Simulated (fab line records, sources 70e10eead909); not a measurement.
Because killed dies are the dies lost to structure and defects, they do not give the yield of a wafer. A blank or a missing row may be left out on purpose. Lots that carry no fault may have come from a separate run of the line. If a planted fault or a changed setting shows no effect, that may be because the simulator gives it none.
Matching of chambers	flow nandHarc	rieDiel-01 running NHARC_P_M2_ETCH_35: 4 sister chambers
The step etches the open film in N2/H2, target depth 40 nm, overetch 12 nm, time 43.94 s. 8 wafers are shown with their chamber, then 7 later ones without.

WAFERS WITH THEIR CHAMBER
wafer	chamber	showerheadPlenumPTorr (Torr)	drypumpMotorCurrentA (A)
L080.3	2	2.07	5.9
L080.5	0	2.04	6.7
L080.6	1	1.91	5.4
L081.1	1	1.91	5.4
L081.2	3	2.01	6.5
L081.3	2	2.07	5.9
L083.2	0	2.03	6.7
L083.4	3	2.01	6.4

WAFERS WHOSE CHAMBER IS MISSING
wafer	showerheadPlenumPTorr (Torr)	drypumpMotorCurrentA (A)
L083.6	1.91	5.4
L094.1	2.07	5.9
L094.2	1.91	5.4
L094.5	2.07	5.9
L096.3	2.07	5.9
L096.5	2.03	6.7
L096.6	2.00	6.4

EACH ONE'S CHAMBER
wafer	from the rows above	in truth
L083.6	1	1
L094.1	2	2
L094.2	1	1
L094.5	2	2
L096.3	2	2
L096.5	0	0
L096.6	3	3
7 of 7 placed correctly. Can't be placed from these rows: 0. Number placed wrongly: 0.
How it was worked out, from the rows above alone: a wafer's distance from a chamber is the root of the sum, over the readings, of the square of ((its reading less the chamber's mean) divided by the reading's scatter). The wafer belongs to the nearest chamber; if the next one is less than 2 further off, it can't be placed. The mean given for a chamber averages the wafers shown for that chamber. The scatter: take each reading less its chamber's mean, square it, sum over the shown wafers, divide by the number of wafers less the number of chambers, and take the root.
